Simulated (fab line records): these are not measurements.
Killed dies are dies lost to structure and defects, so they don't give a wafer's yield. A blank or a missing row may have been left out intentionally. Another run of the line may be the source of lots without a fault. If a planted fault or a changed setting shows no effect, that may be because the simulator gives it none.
fab line records -- flow n5-finfet -- part 2 of 2: steps 24 to 31 of 31
record lots=5, wafers=15, last-day=17
route steps=1938 shown SD_EPI_N@277 SD_EPI_P@295
lots that met no fault: taken from a fault-free run of the same line
start-h: the number of hours between the record's first day and the start of the first shown wafer of the lot -- wait-h: how many hours have passed since the lot's step before this one -- " the same as in the row above -- L1.1+2: one row covering several wafers at once -- - no value present, or no start provided -- * or withheld: withheld -- < > ~ a bound
route shown NAME@n: names a module that has steps shown in the file, with the first one's number in the route -- usual: mean and standard deviation over wafers with no fault -- same: alike in all rows -- chamber/n: place in a boat -- sites: per-site readings -- _std_site: standard deviation of those values -- _edge_site: inner sites' mean taken away from outer sites' mean -- radius-mm: how far each site lies from the wafer's centre -- mask NAME#n: copy n -- behind: tool/chamber where the wafer was last shaped -- hold: why the lot was held/for how many hours/how that ended -- device: which transistor (n, p or np) failed to switch -- end of line: the route-end tests of the same wafers -- step lacking rows: just its recipe -- killed: not the wafer's yield, but the dies lost to structure and defects at the first sort -- map: a wafer's dies, marking killed ones x, the rest . and places with no die _
set.NAME: the setting the step ran with; set.NAME@STEP: the setting that earlier step ran with -- model.NAME: the simulator's own value behind a step, which no gauge read
certain route steps with their lots: each step a table, each wafer a row
services: from which hour (start-h, from the record's first day; less than 0 if before it) a tool's chamber was out of use, for how many hours, and why
## steps
# step N5_SD_EPI_P_EXPOSE_06
# recipe mask-id=SD_P_BLK, na=1.35, source-shape=conventional, sigma-outer=0.8, polarization=unpolarized, target-cd-nm=240, dose-mj=39.5
# usual stage-vel-mm-s=500.06/0.27
# same sigma-outer=0.8
lot.wafer,tool,chamber,start-h,wait-h,mask,stage-vel-mm-s
L080.2,arfi-scanner-01,0,89.91,-,SD_P_BLK#0,499.87
L080.5,arfi-scanner-01,0,89.91,-,SD_P_BLK#0,500.04
L080.6,arfi-scanner-01,0,89.91,-,SD_P_BLK#0,499.84
L082.1,arfi-scanner-02,0,103.98,-,SD_P_BLK#0,500.32
L082.3,arfi-scanner-02,0,103.98,-,SD_P_BLK#0,500.64
L082.6,arfi-scanner-02,0,103.98,-,SD_P_BLK#0,499.95
L089.1,arfi-scanner-01,0,143.81,-,SD_P_BLK#0,499.95
L089.4,arfi-scanner-01,0,143.81,-,SD_P_BLK#0,500.14
L089.5,arfi-scanner-01,0,143.81,-,SD_P_BLK#0,499.52
L092.4,arfi-scanner-03,0,161.76,-,SD_P_BLK#0,500.39
L092.5,arfi-scanner-03,0,161.76,-,SD_P_BLK#0,499.94
L092.6,arfi-scanner-03,0,161.76,-,SD_P_BLK#0,499.91
L094.2,arfi-scanner-02,0,172.17,-,SD_P_BLK#0,500.31
L094.3,arfi-scanner-02,0,172.17,-,SD_P_BLK#0,500.14
L094.6,arfi-scanner-02,0,172.17,-,SD_P_BLK#0,499.98
# step N5_SD_EPI_P_PEB_07
# recipe peb-temp-c=110, peb-time-s=60, resist=CAR-ArF-block
lot.wafer,tool,chamber,start-h,wait-h
L080.2+5+6,litho-track-05,0,89.96,0.0
L082.1+3+6,litho-track-03,0,104.04,0.1
L089.1+4+5,litho-track-03,0,143.87,0.1
L092.4+5+6,litho-track-02,0,161.81,0.0
L094.2+3+6,litho-track-03,0,172.22,0.0
# step N5_SD_EPI_P_DEVELOP_08
# recipe develop-time-s=30, developer=TMAH, resist=CAR-ArF-block, dev-temp-c=23, rinse-liquid=diw, dry=air-spin
lot.wafer,tool,chamber,start-h,wait-h
L080.2+5+6,litho-track-05,0,-,-
L082.1+3+6,litho-track-03,0,-,-
L089.1+4+5,litho-track-03,0,-,-
L092.4+5+6,litho-track-02,0,-,-
L094.2+3+6,litho-track-03,0,-,-
# step N5_SD_EPI_P_CD_MEAS_09
# recipe target-cd-nm=240, landing-energy-ev=500, detector=se-inlens
# usual cd-nm=240.3/0.71
lot.wafer,tool,chamber,start-h,wait-h,cd-nm
L080.2,cd-sem-01,0,90.03,-,240.0
L080.5,cd-sem-01,0,90.03,-,240.4
L080.6,cd-sem-01,0,90.03,-,241.1
L082.1,cd-sem-03,0,104.11,-,240.0
L082.3,cd-sem-03,0,104.11,-,240.0
L082.6,cd-sem-03,0,104.11,-,240.4
L089.1,cd-sem-02,0,143.93,-,241.0
L089.4,cd-sem-02,0,143.93,-,240.6
L089.5,cd-sem-02,0,143.93,-,240.9
L092.4,cd-sem-01,0,161.87,-,240.5
L092.5,cd-sem-01,0,161.87,-,240.8
L092.6,cd-sem-01,0,161.87,-,241.3
L094.2,cd-sem-03,0,172.29,-,241.1
L094.3,cd-sem-03,0,172.29,-,241.5
L094.6,cd-sem-03,0,172.29,-,239.7
# step N5_SD_EPI_P_OVL_MEAS_10
# recipe points-per-wafer=44
# usual SD_P_BLK_OVL=0.2/0.76
# same points-per-wafer=44
lot.wafer,tool,chamber,start-h,wait-h,SD_P_BLK_OVL[nm]
L080.2,overlay-02,0,90.06,0.0,1.7
L080.5,overlay-02,0,90.06,0.0,1.3
L080.6,overlay-02,0,90.06,0.0,1.4
L082.1,overlay-01,0,104.14,0.0,0.1
L082.3,overlay-01,0,104.14,0.0,1.4
L082.6,overlay-01,0,104.14,0.0,0.0
L089.1,overlay-01,0,143.96,0.0,1.6
L089.4,overlay-01,0,143.96,0.0,0.6
L089.5,overlay-01,0,143.96,0.0,1.1
L092.4,overlay-01,0,161.90,0.0,0.8
L092.5,overlay-01,0,161.90,0.0,0.5
L092.6,overlay-01,0,161.90,0.0,-0.5
L094.2,overlay-01,0,172.32,0.0,-0.4
L094.3,overlay-01,0,172.32,0.0,-0.7
L094.6,overlay-01,0,172.32,0.0,0.2
# step N5_SD_EPI_P_INSPECT_11
# recipe mode=adi, inspect-instrument=macro
# usual raw-defect-count=1.9/1.3
lot.wafer,tool,chamber,start-h,wait-h,raw-defect-count
L080.2,defect-inspect-01,-,90.08,0.0,4
L080.5,defect-inspect-01,-,90.08,0.0,1
L080.6,defect-inspect-01,-,90.08,0.0,1
L082.1,defect-inspect-01,-,104.16,0.0,2
L082.3,defect-inspect-01,-,104.16,0.0,3
L082.6,defect-inspect-01,-,104.16,0.0,3
L089.1,defect-inspect-02,-,143.99,0.0,1
L089.4,defect-inspect-02,-,143.99,0.0,2
L089.5,defect-inspect-02,-,143.99,0.0,0
L092.4,defect-inspect-01,-,161.93,0.0,1
L092.5,defect-inspect-01,-,161.93,0.0,4
L092.6,defect-inspect-01,-,161.93,0.0,1
L094.2,defect-inspect-02,-,172.35,0.0,2
L094.3,defect-inspect-02,-,172.35,0.0,1
L094.6,defect-inspect-02,-,172.35,0.0,3
# step N5_SD_EPI_P_DESCUM_14
# recipe chemistry=O2, time-s=7.9, source-power-w=50, bias-power-w=20, pressure-mtorr=20, rf-frequency-hz=2.712e+07, temp-c=40, resist=CAR-ArF-block, o2-flow-sccm=225
# usual drypump-motor-current-A=5.9/0.34, oes-product-au=0.76/0.071, rf-vpp-V=243.5/1, showerhead-plenum-p-Torr=2.11/0.046, throttle-valve-pct=20.45/0.21
lot.wafer,tool,chamber,start-h,wait-h,drypump-motor-current-A,oes-product-au,rf-hours-counter-h,rf-vpp-V,showerhead-plenum-p-Torr,throttle-valve-pct
L080.2,rie-diel-05,2,90.40,0.3,5.5,0.86,38,243.9,2.14,20.34
L080.5,rie-diel-05,2,90.40,0.3,5.5,0.86,-,243.8,2.14,20.35
L080.6,rie-diel-05,3,90.40,0.3,6.0,0.72,-,245.0,2.17,20.43
L082.1,rie-diel-02,3,104.29,0.1,5.6,0.76,123,242.3,2.10,20.15
L082.3,rie-diel-02,1,104.29,0.1,6.4,0.76,147,242.2,2.09,20.59
L082.6,rie-diel-02,3,104.29,0.1,5.7,0.76,-,242.9,2.10,20.13
L089.1,rie-diel-02,0,144.02,0.0,5.4,0.83,67,244.1,2.11,20.33
L089.4,rie-diel-02,1,144.02,0.0,6.4,0.75,-,243.9,2.08,20.63
L089.5,rie-diel-02,0,144.02,0.0,5.4,0.83,-,245.1,2.11,20.31
L092.4,rie-diel-02,0,161.98,0.1,5.4,0.81,-,243.6,2.11,20.31
L092.5,rie-diel-02,1,161.98,0.1,6.4,0.74,-,243.4,2.08,20.63
L092.6,rie-diel-02,3,161.98,0.1,5.7,0.74,-,242.4,2.10,20.19
L094.2,rie-diel-02,1,172.38,0.0,6.3,0.74,171,245.3,2.08,20.63
L094.3,rie-diel-02,3,172.38,0.0,5.7,0.74,146,242.8,2.09,20.19
L094.6,rie-diel-02,0,172.38,0.0,5.4,0.81,-,243.1,2.11,20.31
# step N5_SD_EPI_P_ETCH_36
# recipe chemistry=CF4, target=SiARC, target-depth-a=455, mask-material=CAR-ArF-block, time-s=75.8, ion-energy-ev=80, pressure-mtorr=40, source-w=545, bias-w=36, Ar_flow_sccm=100, cf4-flow-sccm=100, ends=cleared
# usual drypump-motor-current-A=5.9/0.34, etch-rf-on-time-s=75.5/1.3, oes-product-au=0.65/0.062, rf-vpp-V=184.4/1.1, showerhead-plenum-p-Torr=2.16/0.041, throttle-valve-pct=15.66/0.2
lot.wafer,tool,chamber,start-h,wait-h,drypump-motor-current-A,etch-rf-on-time-s,oes-product-au,rf-hours-counter-h,rf-vpp-V,showerhead-plenum-p-Torr,throttle-valve-pct
L080.2,rie-diel-05,2,90.44,0.0,5.5,75.4,0.73,38,184.5,2.17,15.39
L080.5,rie-diel-05,2,90.44,0.0,5.5,75.2,0.73,-,185.1,2.17,15.39
L080.6,rie-diel-05,3,90.44,0.0,6.0,75.3,0.62,-,185.4,2.21,15.58
L082.1,rie-diel-02,3,104.32,0.0,5.7,76.1,0.65,123,183.8,2.16,15.38
L082.3,rie-diel-02,1,104.32,0.0,6.4,74.8,0.65,147,184.6,2.14,15.82
L082.6,rie-diel-02,3,104.32,0.0,5.6,75.0,0.65,-,185.6,2.16,15.39
L089.1,rie-diel-02,0,144.06,0.0,5.4,74.6,0.70,67,184.2,2.17,15.52
L089.4,rie-diel-02,1,144.06,0.0,6.3,74.3,0.64,-,184.9,2.14,15.84
L089.5,rie-diel-02,0,144.06,0.0,5.5,75.1,0.70,-,183.4,2.17,15.52
L092.4,rie-diel-02,0,162.03,0.0,5.4,74.1,0.70,-,185.0,2.17,15.54
L092.5,rie-diel-02,1,162.03,0.0,6.3,74.1,0.64,-,183.1,2.14,15.85
L092.6,rie-diel-02,3,162.03,0.0,5.6,75.0,0.64,-,185.0,2.15,15.42
L094.2,rie-diel-02,1,172.41,0.0,6.4,73.0,0.64,171,184.2,2.14,15.85
L094.3,rie-diel-02,3,172.41,0.0,5.6,74.6,0.64,146,184.1,2.15,15.43
L094.6,rie-diel-02,0,172.41,0.0,5.4,73.7,0.69,-,184.6,2.17,15.54
## services
tool,chamber,start-h,hours,kind
rie-diel-04,3,66.26,-,clean
rie-diel-04,3,66.26,-,consumable-replace:focus-ring
rie-diel-04,3,66.26,13.0,scheduled-down
rie-diel-04,3,66.26,13.0,vent-cycle
rie-diel-05,0,72.95,3.1,repair
arfi-scanner-02,-,80.12,1.3,pm
rie-diel-05,3,94.96,1.2,repair
arfi-scanner-01,-,100.30,4.9,pm
plasma-asher-02,-,106.61,13.5,repair
rie-diel-03,0,111.09,14.0,repair
rie-si-02,2,112.56,4.6,repair
arfi-scanner-01,-,113.57,3.1,pm
arfi-scanner-01,-,119.02,1.0,pm
rie-si-05,0,120.19,1.3,repair
ald-sin-02,0,120.69,7.7,repair
arfi-scanner-02,-,120.95,0.8,pm
arfi-scanner-01,-,122.80,1.3,pm
wet-bench-05,-,126.76,1.9,pm
rie-si-05,2,133.14,7.7,repair
plasma-asher-01,-,135.25,28.1,pm
arfi-scanner-02,-,143.57,2.9,repair
arfi-scanner-03,-,145.42,0.8,pm
arfi-scanner-01,-,146.30,0.2,repair
arfi-scanner-01,-,153.66,0.8,pm
